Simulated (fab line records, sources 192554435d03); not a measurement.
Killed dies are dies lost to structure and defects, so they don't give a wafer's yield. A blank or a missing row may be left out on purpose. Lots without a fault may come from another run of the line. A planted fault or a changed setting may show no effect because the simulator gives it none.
Problem report in the 8D (eight disciplines) form, filled by code | flow n5_finfet | the parts of the form that need people (team, actions taken, sign-off) are left out

1. THE PROBLEM
cd_nm at N5_HKMG_FIN_CD_MEAS_12 reads a mean of 102.6 nm on 1 wafer of 1 lot; wafers without a fault read 92.5 nm with a standard deviation of 0.61. That is +17 standard deviations from the usual mean.
The step: target cd 92.8 nm.
First seen on wafer L939.5, day 7 20:12, on cd_sem-01. The record holds 27 wafers of 9 lots with a number at this step. Rule for "out", or "out of limits": more than 4 standard deviations from the usual mean. The other wafers with a number count as sound.

2. WHAT IT IS AND WHAT IT IS NOT
question                    | is               | is not
which readings at this step | cd_nm            | -
which lots                  | L939             | L925, L926, L928, L929, L933, L943, L944, L948
which wafers of those lots  | L939.5           | L939.2, L939.3
read on which gauges        | cd_sem-01        | cd_sem-02, cd_sem-03
when                        | from day 7 20:12 | up to then (17 sound wafers); but 9 sound wafers of L943, L944, L948 came after

3. SUSPECTS, AND WHAT RULES EACH OUT
Counting: a tool at a process step up to the reading stays a suspect if it ran every lot that is out. Sound lots after the first of them don't rule it out here, since some wafers of a struck lot are sound.
- the gauge at N5_HKMG_FIN_CD_MEAS_12: kept. All the wafers that are out were read on cd_sem-01, and no step on other tools shows them out.
- litho_track-01 at N5_HKMG_FIN_PEB_10 (peb time 60 s): kept. It ran the lot that is out, L939 (day 7 20:08); its last sound lot up to then is L933 (day 6 01:59).
Left after counting: litho_track-01 at N5_HKMG_FIN_PEB_10, cd_sem-01 at N5_HKMG_FIN_CD_MEAS_12.

4. THE CAUSE (what the simulator had put in)
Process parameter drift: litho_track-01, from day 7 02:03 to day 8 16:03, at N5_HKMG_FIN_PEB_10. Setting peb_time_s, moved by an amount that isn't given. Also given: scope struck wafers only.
Counting left 2 suspects, and this tool is among them.

5. THE CHAIN OF EFFECTS, in route order
Each row: a reading whose mean over the struck wafers that have a number lies more than 3 standard deviations from the usual. Only readings for which the record gives a usual standard deviation are gone through. hours: the time from each lot's start at the first step in this table that gives one to its start at this step, as a median over the lots. sigmas: the change in usual standard deviations.
hours | step                   | reading | usual   | on struck wafers | change | sigmas
0     | N5_HKMG_FIN_CD_MEAS_12 | cd_nm   | 92.5 nm | 102.6            | +10.1  | +17
Later measuring or inspecting steps at which every struck wafer that the step has a row for has a number for every such reading, and none has moved that far: N5_BEOL_M4_RC_MEAS_101.

6. WHAT WOULD HAVE CAUGHT IT SOONER
In this record the first reading out of limits at a measuring or inspecting step was taken at day 7 20:12, 18 hours after the fault began at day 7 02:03.
All the lots that are out (1) had begun N5_HKMG_FIN_PEB_10 on litho_track-01 by day 7 20:12. A hold on the tool at that time would have spared none of them.
